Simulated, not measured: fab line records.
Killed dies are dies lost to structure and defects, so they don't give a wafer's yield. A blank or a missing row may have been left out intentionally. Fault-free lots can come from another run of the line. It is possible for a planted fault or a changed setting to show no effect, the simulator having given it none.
Struck lot and sound lot, side by side :: flow nand harc :: 15 steps out of a route of 1159
Sound: these wafers, L507.3, L507.4, L507.5. Struck: wafers L514.4, L514.5. (L514.6 of the same lot was not struck and is left out.) The cause comes at the end.
Each step with rows lists, per side, the tool, then ch with its chambers, then its first start. Under that, the readings that differ: sound wafers :: struck wafers :: difference of the means :: sigmas: that difference in standard deviations of wafers without a fault.
alike: same words and numbers on both sides, and readings whose means sit less than 2 such deviations apart. not compared: any withheld reading, any reading some wafer has no value for, any bound like >300 that may hide the same value, and any number with overlapping values for which the record gives no deviation.
A row with sigmas, a row that says differs or no value, or rows on one side alone: a step with any of these is where the two part. Non-overlapping numbers with no deviation appear without sigmas and do not part them. Lack of a reading on every wafer of one side parts them only where that side has two or more wafers.

first, 1 step without rows for these wafers: NHARC_A_ONON_D1_DEP_00 (target thk 1000 nm).
NHARC_A_ONON_D1_THK_MEAS_02: measures by ellipsometry.
  struck on film metro-01, day 10 21:32; sound on film metro-02, day 8 19:02
  alike: thk nm
after that, 1 step with no rows for these wafers: NHARC_A_ONON_D1_DEP_03 (target thk 1000 nm).
NHARC_A_ONON_D1_THK_MEAS_05: measures by ellipsometry.
  struck on film metro-01, day 10 22:15; sound on film metro-01, day 8 19:37
reading: thk nm (nm)
sound: 1009 1011 1008
struck: 988 989
difference: -21
sigmas: -2
after that, 1 step with no rows for these wafers: NHARC_A_ONON_D1_DEP_06 (target thk 1000 nm).
NHARC_A_ONON_D1_THK_MEAS_08: measures by ellipsometry.
  struck on film metro-01, day 10 23:09; sound on film metro-02, day 8 20:10
  alike: thk nm
after that, 1 step with no rows for these wafers: NHARC_A_ONON_D1_DEP_09 (target thk 1000 nm).
NHARC_A_ONON_D1_THK_MEAS_11: measures by ellipsometry.
  struck on film metro-01, day 11 00:01; sound on film metro-02, day 8 20:46
  alike: thk nm
after that, 1 step with no rows for these wafers: NHARC_A_ONON_D1_DEP_12 (target thk 1000 nm).
NHARC_A_ONON_D1_THK_MEAS_14: measures by ellipsometry.
  struck on film metro-02, day 11 00:53; sound on film metro-02, day 8 21:20
  alike: thk nm
then, 1 step without rows for these wafers: NHARC_A_ONON_D1_ANNEAL_15 (time 3600 s).
NHARC_A_ONON_D1_DEP_16: target thk 1000 nm.
  sound on pecvd onon-04 ch 0, day 9 06:34; struck on pecvd onon-04 ch 0, day 11 16:59
  alike: n2o flow sccm
NHARC_A_ONON_D1_THK_MEAS_18: measures by ellipsometry.
  struck on film metro-02, day 11 17:20; sound on film metro-02, day 9 06:58
reading: thk nm (nm)
sound: 994 996 995
struck: 1605 1607
difference: +611
sigmas: +70
after that, 1 step with no rows for these wafers: NHARC_A_ONON_D1_DEP_19 (target thk 1000 nm).
-- break in the record here, with 12 days between the starts of the struck wafers on either side (left off in module A_ONON_D1, picked up again in module END, where the first step shown is number 1159 on the route) --
NHARC_END_SORT_01:
  sound on prober-01 ch 0, day 20 21:19; struck on prober-01 ch 0, day 23 22:36
reading: killed at array
sound: 31 23 29
struck: 675 670
difference: +645
sigmas: +66

reading: killed dies
sound: 40 31 32
struck: 677 677
difference: +643
sigmas: +64
  alike: killed at other, killed at periphery, killed open, killed short

## WHERE THEY PART
First at NHARC_A_ONON_D1_THK_MEAS_05; last, within this record, at NHARC_END_SORT_01.

WHY: the cause the simulator had injected
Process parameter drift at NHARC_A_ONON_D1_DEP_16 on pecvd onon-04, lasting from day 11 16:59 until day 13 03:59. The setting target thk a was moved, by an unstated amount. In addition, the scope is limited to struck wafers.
